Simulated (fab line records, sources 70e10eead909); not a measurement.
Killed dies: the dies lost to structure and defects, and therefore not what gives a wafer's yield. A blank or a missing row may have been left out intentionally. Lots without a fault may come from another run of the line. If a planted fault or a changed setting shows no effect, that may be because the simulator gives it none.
Matching of chambers / flow nand_harc / rie_diel-09 running NHARC_A_STAIRCASE_DESCUM_270: 4 sister chambers
The step chemistry O2, time 3 s. 4 wafers are shown with their chamber, then 12 later ones without.

== WAFERS PAIRED WITH THEIR CHAMBERS ==
wafer=L085.6; chamber=3; showerhead_plenum_p_Torr (Torr)=1.81
wafer=L088.4; chamber=1; showerhead_plenum_p_Torr (Torr)=1.96
wafer=L089.3; chamber=2; showerhead_plenum_p_Torr (Torr)=1.98
wafer=L089.6; chamber=0; showerhead_plenum_p_Torr (Torr)=1.88

== WAFERS MISSING THEIR CHAMBER ==
wafer=L090.3; showerhead_plenum_p_Torr (Torr)=1.98
wafer=L090.5; showerhead_plenum_p_Torr (Torr)=1.96
wafer=L090.6; showerhead_plenum_p_Torr (Torr)=1.88
wafer=L093.1; showerhead_plenum_p_Torr (Torr)=1.80
wafer=L093.4; showerhead_plenum_p_Torr (Torr)=1.88
wafer=L093.5; showerhead_plenum_p_Torr (Torr)=1.88
wafer=L095.2; showerhead_plenum_p_Torr (Torr)=1.80
wafer=L095.4; showerhead_plenum_p_Torr (Torr)=1.96
wafer=L095.5; showerhead_plenum_p_Torr (Torr)=1.96
wafer=L096.1; showerhead_plenum_p_Torr (Torr)=1.80
wafer=L096.4; showerhead_plenum_p_Torr (Torr)=1.96
wafer=L096.5; showerhead_plenum_p_Torr (Torr)=1.97

== WHICH CHAMBER EACH ONE RAN IN ==
wafer=L090.3; from the rows above=2; in truth=2
wafer=L090.5; from the rows above=1; in truth=1
wafer=L090.6; from the rows above=0; in truth=0
wafer=L093.1; from the rows above=3; in truth=3
wafer=L093.4; from the rows above=0; in truth=0
wafer=L093.5; from the rows above=0; in truth=0
wafer=L095.2; from the rows above=3; in truth=3
wafer=L095.4; from the rows above=1; in truth=1
wafer=L095.5; from the rows above=1; in truth=1
wafer=L096.1; from the rows above=3; in truth=3
wafer=L096.4; from the rows above=1; in truth=1
wafer=L096.5; from the rows above=can't be placed: 1 or 2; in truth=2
Correctly placed: 11 of 12. These rows do not allow placing 1 (true chamber among the candidates in 1). Placed wrongly: 0.
How it was worked out, from the rows above alone: a wafer's distance from a chamber is the root of the sum, over the readings, of the square of ((its reading less the chamber's mean) divided by the reading's scatter). If the next closest chamber is less than 2 further off than the closest, the wafer can't be placed; otherwise it belongs to the closest. For every chamber, the mean is computed from those of its wafers that are shown. The scatter: with one shown wafer a chamber, the root of the mean of the squares of how far each hidden wafer lies from its nearest shown one.
